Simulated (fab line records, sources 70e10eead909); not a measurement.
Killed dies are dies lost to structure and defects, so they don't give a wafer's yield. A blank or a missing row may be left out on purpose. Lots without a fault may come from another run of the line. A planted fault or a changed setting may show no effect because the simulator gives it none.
Which tool did it? | flow nand_harc | 12 lots, 36 wafers sampled, at 6 steps of a route of 1159

WHAT THE GAUGES READ, wafer by wafer
NHARC_A_CONTACT_INSPECT_71. Usual: raw_defect_count 28, standard deviation 14.
lot  | measured     | on                | raw_defect_count | flag
L815 | day 16 18:28 | defect_inspect-01 | 16 14 14         |
L817 | day 16 20:15 | defect_inspect-01 | 6 14 11          |
L816 | day 17 05:52 | defect_inspect-01 | 28 33 33         |
L818 | day 17 20:56 | defect_inspect-02 | 443 471 480      | OFF
L823 | day 18 12:56 | defect_inspect-02 | 407 468 466      | OFF
L830 | day 20 07:05 | defect_inspect-02 | 10 14 15         |
L828 | day 20 08:22 | defect_inspect-01 | 33 42 29         |
L832 | day 20 16:53 | defect_inspect-02 | 12 9 12          |
L836 | day 21 15:26 | defect_inspect-01 | 32 30 34         |
L837 | day 21 20:37 | defect_inspect-01 | 31 33 35         |
L835 | day 22 01:46 | defect_inspect-01 | 39 44 40         |
L838 | day 22 03:50 | defect_inspect-01 | 30 48 40         |

NHARC_END_SORT_01. Usual: killed_at_array 29, standard deviation 11; killed_at_other 0.5, standard deviation 0.89; killed_at_periphery 3.3, standard deviation 2; killed_dies 32, standard deviation 11; killed_open 3.1, standard deviation 1.9; killed_short 2.3, standard deviation 1.6.
lot  | measured     | on        | killed_at_array | killed_at_other | killed_at_periphery | killed_dies | killed_open | killed_short | flag
L818 | day 20 11:10 | prober-01 | 74 65 72        | 0 0 0           | 3 6 3               | 77 71 75    | 4 2 0       | 2 2 2        | OFF
L823 | day 21 07:01 | prober-02 | 75 69 75        | 1 2 0           | 1 1 2               | 77 72 77    | 2 2 4       | 4 2 2        | OFF
L830 | day 23 02:46 | prober-02 | 19 24 24        | 0 0 0           | 4 1 3               | 23 25 27    | 4 2 2       | 1 2 1        |
L832 | day 24 03:53 | prober-01 | 16              | 0               | 9                   | 25          | 3           | 4            |

WHICH TOOL RAN EACH LOT (tool, then ch and the chambers of the sampled wafers, then the start)
lot  | NHARC_A_CONTACT_ETCH_121             | NHARC_A_CONTACT_DEP_57        | NHARC_A_CONTACT_ETCH_125             | NHARC_A_CONTACT_ETCH_127
L815 | har_cap_etch-03 ch 0,1, day 16 14:01 | acl_dep-03 ch 0, day 16 15:59 | har_cap_etch-02 ch 0,1, day 16 22:46 | har_cap_etch-02 ch 0,1, day 16 23:08
L817 | har_cap_etch-02 ch 0,1, day 16 14:26 | acl_dep-03 ch 0, day 16 17:57 | har_cap_etch-03 ch 0,1, day 16 21:52 | har_cap_etch-03 ch 0,1, day 16 22:09
L816 | har_cap_etch-01 ch 0,1, day 17 00:43 | acl_dep-01 ch 0, day 17 03:19 | har_cap_etch-03 ch 0,1, day 17 07:36 | har_cap_etch-03 ch 0,1, day 17 07:53
L818 | har_cap_etch-03 ch 0,1, day 17 13:12 | acl_dep-03 ch 0, day 17 19:00 | har_cap_etch-01 ch 0,1, day 17 22:23 | har_cap_etch-01 ch 0,1, day 17 22:40
L823 | har_cap_etch-03 ch 0,1, day 18 04:13 | acl_dep-03 ch 0, day 18 10:44 | har_cap_etch-03 ch 0,1, day 18 14:23 | har_cap_etch-03 ch 0,1, day 18 14:40
L830 | har_cap_etch-01 ch 0,1, day 20 00:16 | acl_dep-02 ch 0, day 20 04:53 | har_cap_etch-03 ch 0,1, day 20 09:06 | har_cap_etch-03 ch 0,1, day 20 09:23
L828 | har_cap_etch-03 ch 0,1, day 20 00:43 | acl_dep-01 ch 0, day 20 05:46 | har_cap_etch-01 ch 0,1, day 20 10:26 | har_cap_etch-01 ch 0,1, day 20 10:43
L832 | har_cap_etch-02 ch 0,1, day 20 12:08 | acl_dep-02 ch 0, day 20 14:17 | har_cap_etch-02 ch 0,1, day 20 18:23 | har_cap_etch-02 ch 0,1, day 20 18:40
L836 | har_cap_etch-03 ch 0,1, day 21 10:53 | acl_dep-01 ch 0, day 21 13:08 | har_cap_etch-02 ch 1, day 21 16:51   | har_cap_etch-02 ch 1, day 21 17:08
L837 | har_cap_etch-01 ch 0,1, day 21 14:56 | acl_dep-01 ch 0, day 21 18:01 | har_cap_etch-01 ch 0,1, day 21 22:05 | har_cap_etch-01 ch 0,1, day 21 22:28
L835 | har_cap_etch-03 ch 0,1, day 21 21:14 | acl_dep-03 ch 0, day 21 23:10 | har_cap_etch-01 ch 0,1, day 22 03:15 | har_cap_etch-01 ch 0,1, day 22 03:32
L838 | har_cap_etch-02 ch 0,1, day 21 23:16 | acl_dep-01 ch 0, day 22 01:31 | har_cap_etch-03 ch 0,1, day 22 06:47 | har_cap_etch-03 ch 0,1, day 22 07:04
- NHARC_A_CONTACT_ETCH_121: etches the open film in C4F8/O2/Ar, time 94 s, target depth 922 nm.
- NHARC_A_CONTACT_DEP_57: deposits aC, target thk 2800 nm.
- NHARC_A_CONTACT_ETCH_125: etches the open film in C4F8/O2/Ar, time 155 s, target depth 956 nm.
- NHARC_A_CONTACT_ETCH_127: etches the open film in C4F8/O2/Ar, time 155 s, target depth 956 nm.

WHAT THE TOOLS THEMSELVES READ (means of the sampled wafers that have a number; where no wafer has one, the mark that the record gives instead)
NHARC_A_CONTACT_DEP_57. Usual: susceptor_temp_C 399.99 C, standard deviation 0.2; throttle_valve_pct 35.001 %, standard deviation 0.0094.
lot  | tool       | susceptor_temp_C (C) | throttle_valve_pct (%) | flag
L815 | acl_dep-03 | -                    | 34.994                 | OFF
L817 | acl_dep-03 | 399.98               | 35.002                 |
L816 | acl_dep-01 | -                    | 34.994                 | OFF
L818 | acl_dep-03 | 399.97               | 35.001                 |
L823 | acl_dep-03 | 400.01               | 35.010                 |
L830 | acl_dep-02 | 400.02               | 35.003                 |
L828 | acl_dep-01 | 399.94               | 35.002                 |
L832 | acl_dep-02 | 399.94               | 34.993                 |
L836 | acl_dep-01 | 399.84               | 35.005                 |
L837 | acl_dep-01 | 400.22               | 35.009                 |
L835 | acl_dep-03 | 400.01               | 35.008                 |
L838 | acl_dep-01 | 399.86               | 35.005                 |

THE ANSWER, worked out from the rows above alone
Rule: a lot is off if the mean of its wafers that have a number lies more than 3 standard deviations from the usual mean. A lot without any number at a reading at which 4 lots or more have one is off too. The other lots that the step has rows for count as sound. The gauges are gone through in route order, then the tools' own readings, and for those a lot's mean is taken as printed above. The first step at which some lot is off is used, and at that step the reading that is off furthest; a lot without a number counts as furthest.
Off: L818, L823, at NHARC_A_CONTACT_INSPECT_71 (raw_defect_count).
A tool fits if, at a process step before that reading, it ran every lot that is off, and no sound lot after the first of them. The gauges at NHARC_A_CONTACT_INSPECT_71 aren't tried: what is off there is off at NHARC_END_SORT_01 too, on other tools, and a gauge's error can't cause that. None of those tried fits.

WHAT THE SIMULATOR HAD PUT IN
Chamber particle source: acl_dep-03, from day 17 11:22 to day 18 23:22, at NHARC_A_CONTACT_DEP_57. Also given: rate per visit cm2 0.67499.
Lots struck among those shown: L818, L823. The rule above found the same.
